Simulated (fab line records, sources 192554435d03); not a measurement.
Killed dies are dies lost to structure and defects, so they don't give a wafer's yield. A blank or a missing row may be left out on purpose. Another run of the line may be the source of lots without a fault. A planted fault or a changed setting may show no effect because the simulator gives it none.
A struck lot beside a sound one ; flow n5_finfet ; 15 steps out of a route of 1938
Sound: wafers L160.4, L160.5, L160.6. Struck: wafer L177.2 (left out: L177.3, a lot-mate that was not struck); the cause follows at the end.
At each step with rows: each side's tool, then ch and its chambers, then its first start. Under that, the readings that differ: sound wafers ; struck wafers ; difference of the means ; sigmas: that difference in standard deviations of wafers without a fault.
alike: same words and numbers on both sides, and readings whose means sit less than 2 such deviations apart. not compared: any withheld reading, any reading some wafer has no value for, any bound like >300 that may hide the same value, and any number with overlapping values for which the record gives no deviation.
The two part at a step that has a row with sigmas, a row that says differs or no value, or rows on one side only. When numbers do not overlap yet have no deviation, they are printed without sigmas and do not part them. A reading missing from all wafers of one side parts the sides only when that side holds two or more wafers.

first, 7 steps without rows for these wafers: N5_BEOL_M0_SAQP_COAT_87 (time 60 s, resist thk 5 nm); N5_BEOL_M0_SAQP_COAT_34 (resist thk 30 nm); N5_BEOL_M0_SAQP_EBR_36; N5_BEOL_M0_SAQP_SOFTBAKE_35 (time 60 s); N5_BEOL_M0_SAQP_EXPOSE_37 (exposes mask M0 CUT1, target cd 30 nm); N5_BEOL_M0_SAQP_PEB_38 (peb time 60 s); N5_BEOL_M0_SAQP_DEVELOP_39 (develop time 30 s).
N5_BEOL_M0_SAQP_CD_MEAS_40 targets a cd of 30 nm.
  sound on cd_sem-03 ch 0, day 5 18:37; struck on cd_sem-03 ch 0, day 9 20:03
  alike: cd_nm
N5_BEOL_M0_SAQP_OVL_MEAS_41:
  sound on overlay-02 ch 0, day 5 18:40; struck on overlay-01 ch 0, day 9 20:05
  alike: M0_CUT1_OVL
N5_BEOL_M0_SAQP_INSPECT_42: inspects for defects (brightfield).
  sound on defect_inspect-01, day 5 18:43; struck on defect_inspect-01, day 9 20:08
  alike: raw_defect_count
N5_BEOL_M0_SAQP_DESCUM_45: chemistry O2, time 7 s.
  sound on rie_diel-02 ch 0,2,3, day 5 18:50; struck on rie_diel-02 ch 3, day 9 20:10
reading;sound;struck;difference;sigmas
rf_hours_counter_h (h);- - -;183;no value on the sound wafers;
  alike: drypump_motor_current_A, oes_product_au, rf_vpp_V, showerhead_plenum_p_Torr, throttle_valve_pct
N5_BEOL_M0_SAQP_ETCH_88: etches underlayer in N2/H2, target depth 6.5 nm, time 5.2 s.
  sound on rie_diel-02 ch 0,2,3, day 5 18:52; struck on rie_diel-02 ch 3, day 9 20:12
reading;sound;struck;difference;sigmas
rf_hours_counter_h (h);- - -;183;no value on the sound wafers;
  alike: drypump_motor_current_A, etch_rf_on_time_s, oes_product_au, rf_vpp_V, showerhead_plenum_p_Torr, throttle_valve_pct
N5_BEOL_M0_SAQP_ETCH_73: etches SiARC in CF4, target depth 19.5 nm, time 32.5 s.
  sound on rie_diel-02 ch 0,2,3, day 5 18:53; struck on rie_diel-02 ch 3, day 9 20:13
reading;sound;struck;difference;sigmas
etch_rf_on_time_s (s);32.4 32.7 32.3;23.8;-8.7;-19
rf_hours_counter_h (h);- - -;183;no value on the sound wafers;
  alike: drypump_motor_current_A, oes_product_au, rf_vpp_V, showerhead_plenum_p_Torr, throttle_valve_pct
N5_BEOL_M0_SAQP_CUT_ETCH_46: etches SOC in N2/H2, target depth 135 nm, overetch 27 nm, time 202.5 s.
  sound on rie_diel-02 ch 0,2,3, day 5 18:59; struck on rie_diel-02 ch 3, day 9 20:15
reading;sound;struck;difference;sigmas
rf_hours_counter_h (h);- - -;183;no value on the sound wafers;
  alike: drypump_motor_current_A, rf_vpp_V, showerhead_plenum_p_Torr, throttle_valve_pct
-- the record jumps here: 2 days lie between the struck wafers' starts before and after (it left off in module BEOL_M0_SAQP and takes up again in module BEOL_M4, whose first step shown is number 1111 of the route) --
N5_BEOL_M4_RC_MEAS_101:
  sound on prober-02 ch 0, day 8 00:20; struck on prober-01 ch 0, day 12 04:49
reading;sound;struck;difference;sigmas
DIBL_N (mV/V);34.4 37.6 35.3;39.5;+3.7;+2
DIBL_P (mV/V);33.7 37.7 34.4;40.0;+4.7;+2
IOFF_N (nA/um);0.124 0.184 0.138;0.203;+0.054;+3
IOFF_P (nA/um);0.178 0.230 0.184;0.260;+0.063;+2
  alike: ION_N, ION_P, SS_N, SS_P, VT_N, VT_P

== WHERE THEY PART ==
Last at N5_BEOL_M4_RC_MEAS_101 as far as this record goes, first at N5_BEOL_M0_SAQP_DESCUM_45.

WHY: whatever the simulator had introduced
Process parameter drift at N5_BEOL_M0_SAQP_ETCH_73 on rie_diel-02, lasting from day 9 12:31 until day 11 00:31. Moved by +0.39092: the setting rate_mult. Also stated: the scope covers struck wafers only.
